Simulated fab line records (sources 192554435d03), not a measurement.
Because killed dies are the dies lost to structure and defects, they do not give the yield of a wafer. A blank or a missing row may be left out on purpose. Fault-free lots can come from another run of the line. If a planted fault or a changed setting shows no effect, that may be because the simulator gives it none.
Chamber matching    flow n5Finfet    3 sister chambers for N5_FIN_SAQP_PECVD_48 on pecvd-03
The step deposits SiNx from SiH4/NH3/N2, target thk 25 nm, time 22.1 s. 15 wafers are shown with their chamber, then 7 later ones without.

## WAFERS PAIRED WITH THEIR CHAMBERS
wafer   chamber  showerheadPlenumPTorr (Torr)  throttleValvePct (%)  heaterPowerW (W)
L731.1  1        5.26                          38.9                  807
L731.4  0        5.12                          39.3                  753
L731.6  0        5.13                          39.3                  768
L732.2  0        5.12                          39.3                  707
L732.3  0        5.12                          39.3                  743
L732.5  1        5.26                          39.1                  822
L734.2  0        5.12                          39.3                  802
L734.5  0        5.11                          39.5                  803
L734.6  1        5.26                          39.2                  732
L738.2  0        5.11                          39.7                  837
L738.3  2        5.12                          37.1                  821
L740.3  2        5.12                          37.5                  741
L740.4  0        5.13                          39.4                  859
L740.6  2        5.10                          37.3                  759
L746.1  1        5.28                          39.0                  679

SIGNATURES (averages over the wafers above)
reading                chamber 0  chamber 1  chamber 2  scatter within a chamber
showerheadPlenumPTorr  5.1200     5.2650     5.1133     0.00898
throttleValvePct       39.387     39.050     37.300     0.152
heaterPowerW           784.00     760.00     773.67     53.9
Rule: for a wafer and a chamber, the distance is found by dividing, reading by reading, the gap between the wafer's reading and the chamber's mean by the reading's scatter, squaring, summing and taking the root. The wafer belongs to the nearest chamber; if the next one is less than 2 further off, it can't be placed. How the scatter is found: for the shown wafers, subtract from each reading the mean of its chamber, square and add these, divide the total by (wafers less chambers), then take the root.

## WAFERS WITHOUT THEIR CHAMBER
wafer   showerheadPlenumPTorr (Torr)  throttleValvePct (%)  heaterPowerW (W)
L746.2  5.12                          39.7                  770
L746.3  5.11                          37.5                  737
L751.2  5.14                          40.0                  737
L751.3  5.27                          39.2                  799
L751.6  5.12                          37.3                  704
L753.1  5.12                          37.7                  764
L753.4  5.12                          39.4                  730

## THE CHAMBER EACH PASSED THROUGH
wafer   from the rows above  in truth
L746.2  0                    0
L746.3  2                    2
L751.2  0                    0
L751.3  1                    1
L751.6  2                    2
L753.1  2                    2
L753.4  0                    0
Placed correctly: 7 of 7. Not placeable from these rows: 0. Placed wrongly: 0.
